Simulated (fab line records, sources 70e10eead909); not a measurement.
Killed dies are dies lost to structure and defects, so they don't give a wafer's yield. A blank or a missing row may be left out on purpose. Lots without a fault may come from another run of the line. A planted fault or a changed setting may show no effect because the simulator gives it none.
fab line records | flow nand_harc
record lots=24 wafers=72 last_day=24
route steps=1159 shown A_CONTACT@877
lots that met no fault: from a run of the same line without faults
start_h: hours from the record's first day to the start of the lot's first wafer shown | wait_h: hours since the lot's step before | " the same as in the row above | L1.1+2: a row that stands for several wafers | - no value, or no start given | * or withheld: withheld | < > ~ a bound
route shown NAME@n: a module of which the file shows steps, and the number in the route of the first | usual: mean/standard deviation of fault-free wafers | same: alike in all rows | chamber/n: place in a boat | sites: the reading at each site | _std_site: their standard deviation | _edge_site: outer sites' mean less inner sites' | radius_mm: how far each site lies from the wafer's centre | mask NAME#n: copy n | behind: the tool/chamber that last shaped the wafer | hold: why the lot was held/for how many hours/how that ended | device: the transistor (n, p or np) that didn't switch | end of line: the same wafers' tests at the end of the route | a step without rows: its recipe alone | killed: dies lost to structure and defects at the first sort, not the wafer's yield | map: a wafer's dies, x killed, . not, _ none there
set.NAME: the setting as run; set.NAME@STEP: as run at that earlier step | model.NAME: the simulator's own value behind a step, which no gauge read
steps of the route over a sample of lots; a table a step, a row a wafer
services: from which hour (start_h, from the record's first day; less than 0 if before it) a tool's chamber was out of use, for how many hours, and why
## steps
# step NHARC_A_CONTACT_CD_MEAS_53
# usual cd_nm=189.6/0.84
# columns lot.wafer tool chamber start_h wait_h cd_nm
L076.4 cd_sem-01 - 369.06 - 190.0
L076.5 " - " " 189.8
L076.6 " - " " 190.1
L074.2 cd_sem-02 - 380.28 - 188.1
L074.4 " - " " 188.2
L074.6 " - " " 188.7
L075.1 cd_sem-01 - 385.59 - 189.5
L075.2 " - " " 190.0
L075.6 " - " " 189.5
L078.2 cd_sem-03 - 395.76 - 190.0
L078.4 " - " " 189.5
L078.5 " - " " 190.3
L077.1 cd_sem-01 - 399.96 - 188.8
L077.3 " - " " 189.2
L077.5 " - " " 189.6
L079.4 cd_sem-02 - 404.14 - 189.9
L079.5 " - " " 190.1
L079.6 " - " " 189.8
L080.4 cd_sem-02 - 405.33 - 189.6
L080.5 " - " " 189.3
L080.6 " - " " 189.4
L081.1 cd_sem-01 - 413.14 - 189.9
L081.3 " - " " 191.1
L081.6 " - " " 190.1
L082.1 cd_sem-02 - 415.15 - 189.1
L082.2 " - " " 189.8
L082.4 " - " " 188.9
L084.1 cd_sem-03 - 429.52 - 188.6
L084.2 " - " " 189.2
L084.3 " - " " 189.3
L083.1 cd_sem-03 - 431.21 0.1 190.8
L083.2 " - " " 191.0
L083.3 " - " " 190.7
L087.1 cd_sem-03 - 439.16 0.1 190.3
L087.2 " - " " 190.2
L087.6 " - " " 190.0
L086.3 cd_sem-03 - 441.22 0.1 189.7
L086.4 " - " " 190.4
L086.5 " - " " 190.0
L085.1 cd_sem-02 - 448.68 - 190.3
L085.2 " - " " 189.8
L085.5 " - " " 189.9
L090.1 cd_sem-02 - 455.12 - 189.5
L090.5 " - " " 189.9
L090.6 " - " " 189.8
L089.1 cd_sem-02 - 458.72 - 190.7
L089.4 " - " " 190.4
L089.5 " - " " 190.0
L088.1 cd_sem-02 - 468.59 - 189.0
L088.5 " - " " 188.8
L088.6 " - " " 188.3
L092.1 cd_sem-02 - 471.01 - 189.6
L092.3 " - " " 189.2
L092.5 " - " " 189.3
L091.1 cd_sem-03 - 478.32 - 189.1
L091.4 " - " " 188.7
L091.5 " - " " 188.9
L094.2 cd_sem-02 - 486.19 - 189.3
L094.4 " - " " 189.0
L094.5 " - " " 188.3
L093.2 cd_sem-03 - 486.61 - 190.7
L093.3 " - " " 190.2
L093.6 " - " " 191.2
L095.1 cd_sem-03 - 493.52 - 190.2
L095.4 " - " " 189.2
L095.5 " - " " 190.5
L096.2 cd_sem-03 - 497.80 - 187.8
L096.4 " - " " 188.3
L096.5 " - " " 188.8
L097.1 cd_sem-01 - 502.72 - 190.3
L097.2 " - " " 189.0
L097.3 " - " " 189.9
# step NHARC_A_CONTACT_STRIP_55
# recipe o2_flow_sccm=500 ar_flow_sccm=0 bias_w=0 chemistry=O2
# usual drypump_motor_current_A=5.7/0.46 oes_product_au=0.999/0.007 rf_vpp_V=57.8/0.82 showerhead_plenum_p_Torr=3.52/0.093 throttle_valve_pct=17.036/0.0095
# columns lot.wafer tool chamber start_h wait_h drypump_motor_current_A oes_product_au rf_hours_counter_h rf_vpp_V showerhead_plenum_p_Torr throttle_valve_pct
L076.4 rie_diel-13 1 - - 6.1 1.006 15 57.9 3.50 17.047
L076.6 " 1 " " 6.1 0.991 - 57.3 3.50 17.044
L076.5 " 2 " " 6.2 0.998 - 58.5 3.62 17.040
L074.2 rie_diel-13 0 - - 5.6 0.994 15 58.1 3.54 17.040
L074.4 " 1 " " 6.1 1.004 17 57.8 3.49 17.025
L074.6 " 3 " " 5.1 1.000 - 56.6 3.45 17.039
L075.1 rie_diel-13 0 - - 5.6 1.004 15 57.2 3.54 17.036
L075.2 " 1 " " 6.1 0.995 18 57.6 3.49 17.031
L075.6 " 3 " " 5.1 0.988 - 57.1 3.45 17.036
L078.2 rie_diel-13 2 - - 6.2 0.998 18 57.5 3.61 17.059
L078.4 " 0 " " 5.6 1.006 16 57.1 3.54 17.038
L078.5 " 3 " " 5.1 0.992 - 57.5 3.45 17.032
L077.3 rie_diel-11 0 - - 6.0 1.016 7 57.9 3.50 17.041
L077.1 " 1 " " 5.4 1.008 8 56.5 3.34 17.012
L077.5 " 2 " " 6.0 0.991 - 57.9 3.61 17.026
L079.4 rie_diel-11 2 - - 6.0 0.992 11 57.6 3.61 17.028
L079.6 " 1 " " 5.3 1.001 - 56.9 3.34 17.044
L079.5 " 2 " " 6.0 0.989 - 57.1 3.61 17.039
L080.4 rie_diel-11 1 - - 5.4 1.010 10 57.2 3.34 17.030
L080.5 " 3 " " 5.0 1.004 - 57.4 3.47 17.034
L080.6 " 0 " " 6.0 1.012 - 58.5 3.50 17.034
L081.3 rie_diel-09 3 - - 5.7 1.002 52 57.3 3.39 17.025
L081.1 " 0 " " 5.5 1.004 55 57.1 3.67 17.027
L081.6 " 2 " " 5.3 0.997 - 58.1 3.54 17.045
L082.4 rie_diel-13 1 - - 6.2 1.006 24 56.9 3.49 17.033
L082.2 " 2 " " 6.1 0.996 22 57.9 3.61 17.031
L082.1 " 3 " " 5.1 0.992 22 59.2 3.45 17.034
L084.2 rie_diel-13 1 - - 6.1 0.993 27 58.0 3.49 17.027
L084.3 " 2 " " 6.2 0.984 26 57.2 3.61 17.021
L084.1 " 0 " " 5.6 1.006 25 57.8 3.53 17.050
L083.1 rie_diel-13 0 432.48 0.1 5.6 0.999 25 57.7 3.53 17.039
L083.2 " 1 " " 6.1 1.001 28 57.9 3.49 17.030
L083.3 " 0 " " 5.6 1.004 - 56.9 3.53 17.049
L087.1 rie_diel-11 1 - - 5.3 1.014 23 57.4 3.33 17.031
L087.2 " 3 " " 5.0 1.009 24 59.3 3.46 17.020
L087.6 " 0 " " 6.0 1.001 - 58.4 3.49 17.037
L086.3 rie_diel-13 1 - - 6.2 1.001 29 58.8 3.49 17.046
L086.5 " 0 " " 5.6 1.001 - 58.2 3.53 17.036
L086.4 " 1 " " 6.2 1.012 - 56.6 3.49 17.019
L085.2 rie_diel-13 3 - - 5.1 0.980 27 56.4 3.45 17.037
L085.1 " 1 " " 6.1 1.000 31 59.4 3.49 17.037
L085.5 " 1 " " 6.1 0.997 - 57.4 3.49 17.033
L090.1 rie_diel-09 3 - - 5.8 1.000 6 57.4 3.38 17.045
L090.5 " 2 " " 5.4 0.993 - 57.2 3.53 17.041
L090.6 " 3 " " 5.8 1.012 - 56.5 3.38 17.037
L089.1 rie_diel-09 3 - - 5.7 0.998 7 58.8 3.38 17.036
L089.4 " 0 " " 5.5 1.000 3 58.4 3.66 17.030
L089.5 " 3 " " 5.7 1.005 - 58.1 3.38 17.043
L088.1 rie_diel-09 2 - - 5.4 0.997 10 58.2 3.53 17.036
L088.6 " 3 " " 5.7 0.992 - 58.6 3.38 17.043
L088.5 " 0 " " 5.5 0.997 - 57.8 3.66 17.033
L092.1 rie_diel-13 2 - - 6.1 0.998 3 59.0 3.61 17.044
L092.3 " 0 " " 5.6 1.002 3 56.9 3.53 17.032
L092.5 " 2 " " 6.1 1.008 - 57.2 3.61 17.030
L091.1 rie_diel-09 3 - - 5.7 0.999 13 58.1 3.38 17.033
L091.4 " 1 " " 6.8 0.998 15 58.0 3.65 17.055
L091.5 " 0 " " 5.5 0.998 - 59.0 3.66 17.038
L094.4 rie_diel-11 2 - - 6.0 0.999 41 57.8 3.59 17.035
L094.2 " 3 " " 5.0 0.999 40 57.5 3.45 17.026
L094.5 " 2 " " 6.0 0.994 - 59.2 3.59 17.041
L093.3 rie_diel-13 1 - - 6.1 0.998 5 56.9 3.48 17.040
L093.2 " 3 " " 5.1 0.998 6 57.8 3.45 17.036
L093.6 " 1 " " 6.1 0.995 - 57.7 3.48 17.037
L095.1 rie_diel-09 2 - - 5.4 0.989 15 57.9 3.53 17.028
L095.4 " 0 " " 5.5 0.989 15 56.9 3.66 17.037
L095.5 " 3 " " 5.8 1.001 - 57.4 3.38 17.049
L096.2 rie_diel-09 2 - - 5.4 1.002 17 57.1 3.53 17.027
L096.4 " 0 " " 5.5 0.997 18 57.7 3.66 17.051
L096.5 " 1 " " 6.7 0.986 - 60.3 3.65 17.011
L097.3 rie_diel-09 2 - - 5.4 1.000 19 58.1 3.53 17.036
L097.1 " 0 " " 5.5 0.997 20 58.6 3.66 17.035
L097.2 " 1 " " 6.7 0.996 23 57.8 3.65 17.031
# step NHARC_A_CONTACT_ETCH_76
# recipe target_depth_a=2600 over_etch_frac=0.3 time_s=475.3 ion_energy_ev=200 n2_flow_sccm=150 h2_flow_sccm=150 ar_flow_sccm=0 rf_w=400 bias_w=150 chemistry=N2/H2
# usual drypump_motor_current_A=5.7/0.46 oes_product_au=0.997/0.0074 rf_vpp_V=430.1/1.7 showerhead_plenum_p_Torr=2.02/0.056 throttle_valve_pct=14.171/0.01
# columns lot.wafer tool chamber start_h wait_h drypump_motor_current_A oes_product_au rf_hours_counter_h rf_vpp_V showerhead_plenum_p_Torr throttle_valve_pct
L076.4 rie_diel-13 3 - - 5.1 0.996 15 427.9 1.99 14.172
L076.6 " 0 " " 5.5 1.004 - 431.3 2.05 14.180
L076.5 " 1 " " 6.1 0.997 - 429.1 2.02 14.171
L074.4 rie_diel-09 3 - - 5.8 1.000 44 428.6 1.96 14.182
L074.2 " 0 " " 5.5 1.000 46 432.4 2.13 14.186
L074.6 " 1 " " 6.7 0.993 - 432.7 2.13 14.167
L075.2 rie_diel-11 1 - - 5.3 0.992 5 427.8 1.92 14.164
L075.1 " 2 " " 6.0 0.981 6 432.1 2.09 14.173
L075.6 " 1 " " 5.4 0.996 - 426.7 1.92 14.170
L078.4 rie_diel-13 0 - - 5.6 1.012 18 431.8 2.05 14.184
L078.2 " 2 " " 6.2 1.003 19 432.9 2.09 14.157
L078.5 " 0 " " 5.6 1.017 - 430.1 2.05 14.184
L077.3 rie_diel-13 1 - - 6.1 0.999 21 430.6 2.02 14.176
L077.1 " 3 " " 5.1 0.991 20 428.4 1.99 14.182
L077.5 " 1 " " 6.1 1.003 - 429.2 2.02 14.175
L079.4 rie_diel-13 3 - - 5.1 0.994 21 430.2 1.99 14.170
L079.5 " 3 " " 5.1 1.000 - 430.0 1.99 14.187
L079.6 " 0 " " 5.6 1.009 - 430.4 2.04 14.160
L080.4 rie_diel-13 1 - - 6.1 1.003 23 430.6 2.02 14.180
L080.6 " 2 " " 6.2 0.997 - 432.7 2.09 14.180
L080.5 " 3 " " 5.0 0.988 - 429.0 1.99 14.153
L081.1 rie_diel-11 1 - - 5.3 1.002 14 428.8 1.92 14.159
L081.3 " 2 " " 6.0 0.986 14 432.6 2.09 14.170
L081.6 " 1 " " 5.3 1.002 - 428.2 1.92 14.162
L082.4 rie_diel-11 3 - - 5.0 1.000 14 428.9 2.00 14.170
L082.2 " 0 " " 6.0 0.996 13 430.0 2.02 14.178
L082.1 " 1 " " 5.4 0.996 15 427.7 1.92 14.157
L084.1 rie_diel-13 0 433.48 0.1 5.6 0.996 26 430.8 2.04 14.174
L084.2 " 1 " " 6.1 1.001 28 429.4 2.01 14.186
L084.3 " 0 " " 5.6 1.003 - 430.6 2.04 14.169
L083.2 rie_diel-11 0 - - 6.0 0.996 20 430.3 2.02 14.182
L083.3 " 1 " " 5.3 1.005 21 428.0 1.91 14.174
L083.1 " 3 " " 5.0 0.997 22 431.9 2.00 14.170
L087.1 rie_diel-13 0 - - 5.6 0.998 28 430.6 2.04 14.165
L087.2 " 1 " " 6.1 0.985 29 430.7 2.01 14.184
L087.6 " 0 " " 5.6 0.997 - 430.0 2.04 14.168
L086.4 rie_diel-11 0 - - 6.0 0.995 25 430.9 2.01 14.164
L086.3 " 1 " " 5.3 1.007 26 428.0 1.91 14.169
L086.5 " 0 " " 6.0 0.992 - 430.3 2.02 14.170
L085.2 rie_diel-11 3 - - 5.0 0.998 29 428.9 1.99 14.168
L085.1 " 1 " " 5.3 1.001 29 427.2 1.91 14.159
L085.5 " 2 " " 6.0 0.994 - 432.3 2.08 14.174
L090.1 rie_diel-11 2 - - 6.0 0.998 31 431.1 2.08 14.162
L090.5 " 1 " " 5.3 0.997 - 426.9 1.91 14.170
L090.6 " 2 " " 6.0 0.993 - 430.4 2.08 14.189
L089.1 rie_diel-13 2 - - 6.1 0.997 0 431.6 2.09 14.164
L089.4 " 0 " " 5.6 0.990 0 430.6 2.04 14.176
L089.5 " 2 " " 6.2 0.987 - 431.0 2.09 14.169
L088.1 rie_diel-11 1 - - 5.4 1.003 37 426.5 1.91 14.153
L088.6 " 3 " " 5.0 1.000 - 431.2 1.99 14.172
L088.5 " 0 " " 6.0 1.014 - 430.6 2.01 14.172
L092.1 rie_diel-13 0 - - 5.6 0.998 3 429.7 2.04 14.194
L092.3 " 1 " " 6.1 1.001 3 429.4 2.01 14.180
L092.5 " 3 " " 5.1 0.995 - 427.8 1.99 14.161
L091.1 rie_diel-11 3 - - 5.0 1.004 41 428.5 1.99 14.164
L091.4 " 0 " " 6.0 1.006 41 430.7 2.01 14.159
L091.5 " 3 " " 5.0 0.996 - 427.9 1.99 14.164
L094.2 rie_diel-11 0 - - 5.9 1.011 42 429.2 2.01 14.168
L094.4 " 1 " " 5.3 1.004 42 427.7 1.91 14.179
L094.5 " 3 " " 5.0 0.992 - 427.0 1.99 14.162
L093.3 rie_diel-11 0 - - 6.0 1.005 42 429.8 2.01 14.143
L093.2 " 1 " " 5.3 1.007 43 428.6 1.91 14.164
L093.6 " 3 " " 5.0 1.004 - 428.8 1.99 14.170
L095.1 rie_diel-13 1 - - 6.1 1.001 6 429.9 2.01 14.177
L095.4 " 3 " " 5.1 1.000 6 428.6 1.99 14.169
L095.5 " 1 " " 6.1 1.000 - 430.3 2.01 14.165
L096.2 rie_diel-09 1 - - 6.7 0.996 23 432.2 2.11 14.176
L096.4 " 2 " " 5.4 0.987 18 430.8 2.04 14.165
L096.5 " 0 " " 5.5 1.001 - 431.9 2.12 14.161
L097.3 rie_diel-09 1 - - 6.7 1.002 24 433.4 2.11 14.179
L097.1 " 3 " " 5.7 1.005 24 427.6 1.94 14.170
L097.2 " 0 " " 5.5 0.989 21 432.2 2.12 14.175
# step NHARC_A_CONTACT_ETCH_133
# recipe source_w=withheld pressure_mtorr=20 bias_v=400 time_s=195 target_depth_a=8400 ar_flow_sccm=withheld c4f8_flow_sccm=11.5 o2_flow_sccm=7.2 chemistry=C4F8/O2/Ar
# columns lot.wafer tool chamber start_h wait_h rf_hours_counter_h
L076.4 har_cap_etch-03 0 375.27 0.2 -
L076.6 " 1 " " -
L076.5 " 0 " " -
L074.2 har_cap_etch-02 1 386.64 0.1 10
L074.4 " 0 " " -
L074.6 " 0 " " -
L075.2 har_cap_etch-02 0 394.10 0.1 12
L075.1 " 1 " " 12
L075.6 " 1 " " -
L078.2 har_cap_etch-01 0 402.18 0.1 61
L078.4 " 0 " " -
L078.5 " 0 " " -
L077.1 har_cap_etch-01 1 406.00 0.1 63
L077.3 " 1 " " -
L077.5 " 1 " " -
L079.4 har_cap_etch-02 0 410.61 0.2 -
L079.5 " 0 " " -
L079.6 " 1 " " -
L080.4 har_cap_etch-03 0 413.14 0.2 -
L080.6 " 1 " " -
L080.5 " 0 " " -
L081.1 har_cap_etch-01 1 420.33 0.1 66
L081.3 " 0 " " -
L081.6 " 1 " " -
L082.2 har_cap_etch-03 1 424.10 0.1 95
L082.1 " 0 " " 95
L082.4 " 1 " " -
L084.1 har_cap_etch-01 1 436.33 0.1 68
L084.2 " 0 " " 68
L084.3 " 0 " " -
L083.1 har_cap_etch-03 1 438.88 0.1 98
L083.2 " 0 " " 98
L083.3 " 1 " " -
L087.1 har_cap_etch-03 1 445.99 0.1 99
L087.2 " 0 " " 99
L087.6 " 0 " " -
L086.4 har_cap_etch-01 1 448.01 0.2 -
L086.3 " 0 " " -
L086.5 " 1 " " -
L085.1 har_cap_etch-01 1 456.94 0.1 73
L085.2 " 0 " " 73
L085.5 " 0 " " -
L090.1 har_cap_etch-03 1 461.80 0.1 102
L090.6 " 0 " " -
L090.5 " 1 " " -
L089.1 har_cap_etch-02 1 465.88 0.1 26
L089.4 " 0 " " -
L089.5 " 1 " " -
L088.1 har_cap_etch-03 0 476.11 0.2 105
L088.6 " 0 " " -
L088.5 " 1 " " -
L092.1 har_cap_etch-02 0 477.11 0.1 28
L092.3 " 0 " " -
L092.5 " 0 " " -
L091.1 har_cap_etch-01 1 490.00 0.2 78
L091.4 " 0 " " -
L091.5 " 1 " " -
L094.2 har_cap_etch-03 1 492.76 0.2 107
L094.4 " 1 " " -
L094.5 " 1 " " -
L093.2 har_cap_etch-01 0 494.74 0.2 80
L093.3 " 1 " " -
L093.6 " 1 " " -
L095.1 har_cap_etch-01 0 500.17 0.2 81
L095.4 " 0 " " -
L095.5 " 0 " " -
L096.2 har_cap_etch-01 1 504.65 0.2 82
L096.4 " 0 " " -
L096.5 " 0 " " -
L097.1 har_cap_etch-03 1 509.71 0.2 111
L097.2 " 0 " " 111
L097.3 " 1 " " -
# step NHARC_A_CONTACT_CD_MEAS_80
# usual cd_nm=189.4/0.8
# columns lot.wafer tool chamber start_h wait_h cd_nm
L076.4 cd_sem-03 - 375.93 - 189.1
L076.5 " - " " 189.2
L076.6 " - " " 189.5
L074.2 cd_sem-02 - 387.38 - 187.3
L074.4 " - " " 187.9
L074.6 " - " " 187.9
L075.1 cd_sem-01 - 394.88 - 190.3
L075.2 " - " " 190.3
L075.6 " - " " 190.3
L078.2 cd_sem-03 - 402.96 - 189.4
L078.4 " - " " 189.1
L078.5 " - " " 189.8
L077.1 cd_sem-03 - 406.73 - 189.2
L077.3 " - " " 189.7
L077.5 " - " " 189.3
L079.4 cd_sem-03 - 411.31 - 189.1
L079.5 " - " " 189.3
L079.6 " - " " 188.8
L080.4 cd_sem-01 - 413.80 - 189.2
L080.5 " - " " 189.8
L080.6 " - " " 188.4
L081.1 cd_sem-03 - 421.17 - 189.0
L081.3 " - " " 189.1
L081.6 " - " " 189.2
L082.1 cd_sem-03 - 424.88 - 189.2
L082.2 " - " " 190.0
L082.4 " - " " 189.3
L084.1 cd_sem-03 - 437.43 0.1 188.3
L084.2 " - " " 188.3
L084.3 " - " " 188.7
L083.1 cd_sem-01 - 439.77 0.1 189.1
L083.2 " - " " 189.3
L083.3 " - " " 188.3
L087.1 cd_sem-02 - 446.78 - 189.5
L087.2 " - " " 189.5
L087.6 " - " " 190.0
L086.3 cd_sem-02 - 448.81 - 190.9
L086.4 " - " " 190.7
L086.5 " - " " 190.4
L085.1 cd_sem-03 - 457.83 - 189.3
L085.2 " - " " 190.5
L085.5 " - " " 189.7
L090.1 cd_sem-02 - 462.54 - 189.8
L090.5 " - " " 189.0
L090.6 " - " " 189.7
L089.1 cd_sem-01 - 466.84 - 190.2
L089.4 " - " " 190.5
L089.5 " - " " 190.5
L088.1 cd_sem-03 - 477.10 - 189.1
L088.5 " - " " 189.1
L088.6 " - " " 189.3
L092.1 cd_sem-02 - 477.85 - 188.4
L092.3 " - " " 188.3
L092.5 " - " " 188.9
L091.1 cd_sem-01 - 490.91 - 189.4
L091.4 " - " " 189.7
L091.5 " - " " 188.6
L094.2 cd_sem-01 - 493.63 - 191.0
L094.4 " - " " 190.2
L094.5 " - " " 190.0
L093.2 cd_sem-01 - 495.62 - 189.8
L093.3 " - " " 190.0
L093.6 " - " " 189.8
L095.1 cd_sem-02 - 501.11 - 189.7
L095.4 " - " " 190.0
L095.5 " - " " 190.0
L096.2 cd_sem-03 - 505.47 - 187.8
L096.4 " - " " 188.0
L096.5 " - " " 187.8
L097.1 cd_sem-02 - 511.08 - 189.6
L097.2 " - " " 190.3
L097.3 " - " " 190.2
# step NHARC_A_CONTACT_ETCH_89
# recipe target_depth_a=2600 over_etch_frac=0.3 time_s=475.3 ion_energy_ev=200 n2_flow_sccm=150 h2_flow_sccm=150 ar_flow_sccm=0 rf_w=400 bias_w=150 chemistry=N2/H2
# usual drypump_motor_current_A=5.7/0.48 oes_product_au=0.999/0.008 rf_vpp_V=430.3/1.7 showerhead_plenum_p_Torr=2.03/0.052 throttle_valve_pct=14.171/0.0098
# columns lot.wafer tool chamber start_h wait_h drypump_motor_current_A oes_product_au rf_hours_counter_h rf_vpp_V showerhead_plenum_p_Torr throttle_valve_pct
L076.4 rie_diel-11 0 - - 6.0 1.009 1 429.0 2.02 14.170
L076.6 " 1 " " 5.3 1.008 - 427.3 1.92 14.177
L076.5 " 2 " " 6.0 0.995 - 432.5 2.09 14.178
L074.2 rie_diel-13 1 - - 6.1 0.999 18 429.4 2.02 14.173
L074.4 " 2 " " 6.1 0.994 18 432.2 2.09 14.168
L074.6 " 2 " " 6.2 1.002 - 431.3 2.09 14.154
L075.1 rie_diel-13 3 - - 5.1 0.984 18 428.7 1.99 14.170
L075.2 " 1 " " 6.1 1.004 20 430.2 2.02 14.154
L075.6 " 3 " " 5.1 0.986 - 428.7 1.99 14.179
L078.4 rie_diel-11 1 - - 5.3 1.010 10 428.1 1.92 14.174
L078.2 " 2 " " 6.0 0.991 11 433.2 2.09 14.172
L078.5 " 0 " " 6.0 0.998 - 430.2 2.02 14.172
L077.1 rie_diel-11 2 - - 6.0 0.992 14 431.6 2.09 14.185
L077.3 " 3 " " 5.0 1.001 13 428.6 2.00 14.177
L077.5 " 2 " " 6.0 1.001 - 432.1 2.09 14.179
L079.4 rie_diel-13 1 - - 6.1 1.004 24 430.6 2.02 14.180
L079.5 " 1 " " 6.1 1.006 - 430.3 2.02 14.190
L079.6 " 2 " " 6.2 1.002 - 431.3 2.09 14.160
L080.4 rie_diel-13 2 - - 6.2 1.002 23 432.0 2.09 14.163
L080.6 " 1 " " 6.1 1.009 - 428.8 2.02 14.149
L080.5 " 2 " " 6.2 0.987 - 432.7 2.09 14.159
L081.1 rie_diel-13 1 - - 6.1 0.995 26 431.2 2.02 14.177
L081.3 " 2 " " 6.2 0.997 24 431.1 2.09 14.157
L081.6 " 2 " " 6.2 0.995 - 431.8 2.09 14.165
L082.1 rie_diel-13 1 - - 6.1 0.998 27 430.0 2.01 14.177
L082.2 " 2 " " 6.1 0.993 25 432.1 2.09 14.163
L082.4 " 1 " " 6.1 1.003 - 427.9 2.01 14.165
L084.3 rie_diel-11 3 - - 5.0 1.008 24 429.9 2.00 14.178
L084.1 " 0 " " 6.0 0.995 23 430.0 2.02 14.175
L084.2 " 2 " " 6.0 0.994 25 432.6 2.08 14.179
L083.2 rie_diel-11 3 - - 5.0 0.997 25 429.3 2.00 14.172
L083.1 " 0 " " 6.0 0.994 24 429.8 2.02 14.187
L083.3 " 2 " " 6.0 0.996 26 431.9 2.08 14.190
L087.2 rie_diel-13 1 - - 6.1 0.994 31 429.4 2.01 14.153
L087.1 " 3 " " 5.1 0.988 27 429.5 1.99 14.172
L087.6 " 1 " " 6.1 0.993 - 429.5 2.01 14.175
L086.3 rie_diel-09 1 - - 6.7 1.002 6 431.6 2.12 14.163
L086.4 " 2 " " 5.4 0.981 - 429.7 2.04 14.153
L086.5 " 3 " " 5.7 1.007 - 427.6 1.95 14.173
L085.2 rie_diel-09 3 - - 5.7 0.991 8 427.0 1.95 14.174
L085.1 " 1 " " 6.7 0.992 9 431.8 2.12 14.183
L085.5 " 0 " " 5.5 0.992 - 432.5 2.13 14.183
L090.1 rie_diel-13 2 - - 6.2 0.990 1 433.2 2.09 14.171
L090.5 " 3 " " 5.1 0.994 - 429.3 1.99 14.181
L090.6 " 0 " " 5.6 0.997 - 430.3 2.04 14.174
L089.1 rie_diel-13 2 - - 6.2 1.001 3 433.1 2.09 14.166
L089.4 " 0 " " 5.6 1.006 3 431.2 2.04 14.168
L089.5 " 2 " " 6.2 0.996 - 431.1 2.09 14.168
L088.1 rie_diel-13 1 - - 6.1 1.003 5 430.3 2.01 14.179
L088.5 " 3 " " 5.1 1.004 - 429.0 1.99 14.180
L088.6 " 0 " " 5.6 1.010 - 430.4 2.04 14.161
L092.1 rie_diel-09 1 - - 6.7 1.009 16 432.6 2.12 14.174
L092.3 " 2 " " 5.4 1.005 14 430.2 2.04 14.177
L092.5 " 1 " " 6.7 1.003 - 432.9 2.12 14.169
L091.1 rie_diel-09 1 - - 6.7 0.991 20 433.7 2.12 14.158
L091.4 " 3 " " 5.7 1.007 18 426.5 1.94 14.173
L091.5 " 1 " " 6.7 0.984 - 431.3 2.12 14.165
L094.4 rie_diel-13 0 - - 5.6 0.992 6 430.2 2.04 14.168
L094.2 " 1 " " 6.1 0.984 6 430.1 2.01 14.157
L094.5 " 0 " " 5.6 0.995 - 431.0 2.04 14.172
L093.3 rie_diel-09 1 - - 6.7 0.998 22 433.1 2.12 14.162
L093.2 " 3 " " 5.7 1.000 21 426.9 1.94 14.160
L093.6 " 1 " " 6.7 0.997 - 432.3 2.12 14.174
L095.1 rie_diel-13 3 - - 5.1 0.988 8 429.8 1.99 14.173
L095.4 " 2 " " 6.2 1.003 8 432.0 2.09 14.163
L095.5 " 0 " " 5.6 1.008 - 430.1 2.04 14.168
L096.2 rie_diel-13 1 - - 6.1 0.994 8 430.7 2.01 14.166
L096.4 " 2 " " 6.1 1.000 9 430.9 2.09 14.169
L096.5 " 0 " " 5.6 1.002 - 428.3 2.04 14.175
L097.3 rie_diel-13 3 - - 5.1 0.990 10 428.7 1.99 14.188
L097.1 " 1 " " 6.1 0.987 9 429.3 2.01 14.179
L097.2 " 2 " " 6.1 0.990 10 431.6 2.09 14.174
## services
# columns tool chamber start_h hours kind
rie_diel-13 0 346.28 8.2 repair
har_cap_etch-02 - 351.16 0.7 repair
rie_diel-11 1 352.19 8.8 repair
rie_diel-13 0 358.52 - clean
rie_diel-13 1 358.52 - clean
rie_diel-13 2 358.52 - clean
rie_diel-13 3 358.52 - clean
rie_diel-11 - 367.85 9.0 pm
rie_diel-13 - 369.96 1.1 repair
rie_diel-13 0 383.02 - clean
rie_diel-13 1 383.02 - clean
rie_diel-13 2 383.02 - clean
rie_diel-13 3 383.02 - clean
rie_diel-13 0 407.52 - clean
rie_diel-09 - 407.74 0.8 repair
har_cap_etch-03 - 413.83 5.9 repair
rie_diel-09 - 414.50 0.5 repair
rie_diel-13 3 421.97 15.2 repair
rie_diel-13 2 430.23 30.7 repair
rie_diel-09 - 432.03 9.0 pm
rie_diel-13 1 435.15 6.1 repair
rie_diel-09 0 449.41 8.0 repair
rie_diel-13 - 453.00 9.0 pm
rie_diel-13 0 487.25 4.7 repair
## key
fault none
